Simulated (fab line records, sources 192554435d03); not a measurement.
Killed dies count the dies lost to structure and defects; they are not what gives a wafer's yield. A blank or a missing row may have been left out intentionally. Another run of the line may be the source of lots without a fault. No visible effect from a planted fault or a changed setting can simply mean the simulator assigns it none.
Split-lot study :: flow n5-finfet :: 21 wafers read from 7 lots, route of 1938 steps

## ON THE SPLIT
At N5_BEOL_M4_DESCUM_33 (chemistry O2, time 7 s), the setting time-s was moved away from the recipe's 7 s on 5 of the 21 wafers read, by -20.6% to +20.3%. The other wafers ran this setting at the recipe's value.

## FROM THE SPLIT TO THE READING: what the file shows between them, 3 steps
- N5_BEOL_M4_ETCH_77: etches underlayer in N2/H2, target depth 6.5 nm, time 5.2 s
- N5_BEOL_M4_ETCH_69: etches SiARC in CF4, target depth 15.6 nm, time 26 s
- N5_BEOL_M4_ALD_98: deposits SiO2, target thk 2.5 nm, pulse time 1 s, co reactant pulse time 1 s (also split here: ald-cycles)

## THE READING
CAR-EUV_of_BEOL_M4_COAT_22.thk-nm (the simulator's own value, which no gauge read), in nm, at N5_BEOL_M4_ETCHBACK_99 (etches SiO2 in CHF3, target depth 5 nm, time 10.4 s). The file does not state a usual value for it. Average 10.4 nm, standard deviation 0.12 nm, over the 16 wafers here run with the recipe.

wafer: L077.1
tool, chamber at the split: rie-diel-01, 0,3
time-s as run, s: 7
against the recipe: recipe
CAR-EUV_of_BEOL_M4_COAT_22.thk-nm, nm: 10.2
against lot-mates on the recipe: -

wafer: L077.2
tool, chamber at the split: rie-diel-01, 1
time-s as run, s: 8.421
against the recipe: +20.3%
CAR-EUV_of_BEOL_M4_COAT_22.thk-nm, nm: 9.6
against lot-mates on the recipe: -0.7

wafer: L077.4
tool, chamber at the split: rie-diel-01, 0,3
time-s as run, s: 7
against the recipe: recipe
CAR-EUV_of_BEOL_M4_COAT_22.thk-nm, nm: 10.4
against lot-mates on the recipe: -

wafer: L079.2
tool, chamber at the split: rie-diel-02, 3,1
time-s as run, s: 7
against the recipe: recipe
CAR-EUV_of_BEOL_M4_COAT_22.thk-nm, nm: 10.4
against lot-mates on the recipe: -

wafer: L079.4
tool, chamber at the split: rie-diel-02, 2
time-s as run, s: 7
against the recipe: recipe
CAR-EUV_of_BEOL_M4_COAT_22.thk-nm, nm: 10.6
against lot-mates on the recipe: -

wafer: L079.6
tool, chamber at the split: rie-diel-02, 3,1
time-s as run, s: 7
against the recipe: recipe
CAR-EUV_of_BEOL_M4_COAT_22.thk-nm, nm: 10.6
against lot-mates on the recipe: -

wafer: L081.2
tool, chamber at the split: rie-diel-05, 0
time-s as run, s: 5.903
against the recipe: -15.7%
CAR-EUV_of_BEOL_M4_COAT_22.thk-nm, nm: 11
against lot-mates on the recipe: +0.6

wafer: L081.4
tool, chamber at the split: rie-diel-05, 2
time-s as run, s: 7
against the recipe: recipe
CAR-EUV_of_BEOL_M4_COAT_22.thk-nm, nm: 10.4
against lot-mates on the recipe: -

wafer: L081.5
tool, chamber at the split: rie-diel-05, 3
time-s as run, s: 7
against the recipe: recipe
CAR-EUV_of_BEOL_M4_COAT_22.thk-nm, nm: 10.4
against lot-mates on the recipe: -

wafer: L083.2
tool, chamber at the split: rie-diel-02, 3,2,1
time-s as run, s: 7
against the recipe: recipe
CAR-EUV_of_BEOL_M4_COAT_22.thk-nm, nm: 10.4
against lot-mates on the recipe: -

wafer: L083.5
tool, chamber at the split: rie-diel-02, 3,2,1
time-s as run, s: 7
against the recipe: recipe
CAR-EUV_of_BEOL_M4_COAT_22.thk-nm, nm: 10.4
against lot-mates on the recipe: -

wafer: L083.6
tool, chamber at the split: rie-diel-02, 3,2,1
time-s as run, s: 7
against the recipe: recipe
CAR-EUV_of_BEOL_M4_COAT_22.thk-nm, nm: 10.2
against lot-mates on the recipe: -

wafer: L090.1
tool, chamber at the split: rie-diel-05, 2,1
time-s as run, s: 7
against the recipe: recipe
CAR-EUV_of_BEOL_M4_COAT_22.thk-nm, nm: 10.4
against lot-mates on the recipe: -

wafer: L090.4
tool, chamber at the split: rie-diel-05, 2,1
time-s as run, s: 7
against the recipe: recipe
CAR-EUV_of_BEOL_M4_COAT_22.thk-nm, nm: 10.4
against lot-mates on the recipe: -

wafer: L090.3
tool, chamber at the split: rie-diel-05, 0
time-s as run, s: 7.495
against the recipe: +7.1%
CAR-EUV_of_BEOL_M4_COAT_22.thk-nm, nm: 10.2
against lot-mates on the recipe: -0.2

wafer: L091.2
tool, chamber at the split: rie-diel-01, 0,1
time-s as run, s: 7
against the recipe: recipe
CAR-EUV_of_BEOL_M4_COAT_22.thk-nm, nm: 10.4
against lot-mates on the recipe: -

wafer: L091.4
tool, chamber at the split: rie-diel-01, 2
time-s as run, s: 5.56
against the recipe: -20.6%
CAR-EUV_of_BEOL_M4_COAT_22.thk-nm, nm: 11.2
against lot-mates on the recipe: +0.7

wafer: L091.6
tool, chamber at the split: rie-diel-01, 0,1
time-s as run, s: 7
against the recipe: recipe
CAR-EUV_of_BEOL_M4_COAT_22.thk-nm, nm: 10.6
against lot-mates on the recipe: -

wafer: L092.1
tool, chamber at the split: rie-diel-01, 2,3
time-s as run, s: 7
against the recipe: recipe
CAR-EUV_of_BEOL_M4_COAT_22.thk-nm, nm: 10.4
against lot-mates on the recipe: -

wafer: L092.5
tool, chamber at the split: rie-diel-01, 0
time-s as run, s: 7.865
against the recipe: +12.4%
CAR-EUV_of_BEOL_M4_COAT_22.thk-nm, nm: 10
against lot-mates on the recipe: -0.5

wafer: L092.6
tool, chamber at the split: rie-diel-01, 2,3
time-s as run, s: 7
against the recipe: recipe
CAR-EUV_of_BEOL_M4_COAT_22.thk-nm, nm: 10.6
against lot-mates on the recipe: -
When a row names more than one chamber, that row covers several wafers, and the file does not tell which wafer ran in which chamber.

THE FIT
A straight line over all 21 wafers: CAR-EUV_of_BEOL_M4_COAT_22.thk-nm changes by -0.0378 nm for each +1% of time-s; r = -0.94; the points scatter about the line by 0.11 nm.
The same after taking each lot's own level away (the mean of its wafers on the recipe; 21 wafers): -0.0355 nm for each +1%; r = -0.96; scatter 0.08 nm.
The reading moves by 0.73 nm for the largest change in time-s, on that fit.
From 10.30 to 10.53 nm: that is the span of the lots' own levels, equal to 1.9 times the standard deviation above.
The two slopes agree, so the slope changes little with the lot-to-lot level.
Check: for one of the wafers moved furthest among these (-20.6%), held out of the fit, the line's prediction against its lot-mates is +0.752 nm. It came out at +0.7 nm against them.

## THESE WAFERS: OTHER SPLITS
Other splits were also applied to these wafers ahead of the reading. Each is held against what the fit with the lots' levels taken away leaves over:
other split on the same wafers: N5_BEOL_M3_ETCH_64 time-s
wafers away from the commonest value: 7
r with CAR-EUV_of_BEOL_M4_COAT_22.thk-nm (lot level and that fit taken away): +0.18

other split on the same wafers: N5_BEOL_M4_EXPOSE_08 dose-mj
wafers away from the commonest value: 9
r with CAR-EUV_of_BEOL_M4_COAT_22.thk-nm (lot level and that fit taken away): -0.07

other split on the same wafers: N5_BEOL_M4_ALD_98 ald-cycles
wafers away from the commonest value: 4
r with CAR-EUV_of_BEOL_M4_COAT_22.thk-nm (lot level and that fit taken away): -0.30

## THE WHOLE CHAIN: every reading that the file lists as answering this split, in the file's order
step: N5_BEOL_M4_DESCUM_33
what it does: chemistry O2, time 7 s
reading: CAR-EUV_of_BEOL_M4_COAT_22.thk-nm (the simulator's own value, which no gauge read)
change (the file's fit): -0.0385 nm for each +1% of the setting
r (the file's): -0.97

step: N5_BEOL_M4_ETCH_77
what it does: etches underlayer in N2/H2, target depth 6.5 nm, time 5.2 s
reading: CAR-EUV_of_BEOL_M4_COAT_22.thk-nm (the simulator's own value, which no gauge read)
change (the file's fit): -0.0332 nm for each +1% of the setting
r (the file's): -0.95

step: N5_BEOL_M4_ETCH_69
what it does: etches SiARC in CF4, target depth 15.6 nm, time 26 s
reading: CAR-EUV_of_BEOL_M4_COAT_22.thk-nm (the simulator's own value, which no gauge read)
change (the file's fit): -0.0316 nm for each +1% of the setting
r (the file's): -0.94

step: N5_BEOL_M4_ETCHBACK_99
what it does: etches SiO2 in CHF3, target depth 5 nm, time 10.4 s
reading: CAR-EUV_of_BEOL_M4_COAT_22.thk-nm (the simulator's own value, which no gauge read)
change (the file's fit): -0.0355 nm for each +1% of the setting
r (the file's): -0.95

## FILE'S OWN FIT
CAR-EUV_of_BEOL_M4_COAT_22.thk-nm changes by -0.0355 nm for each +1% of time-s, r = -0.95.
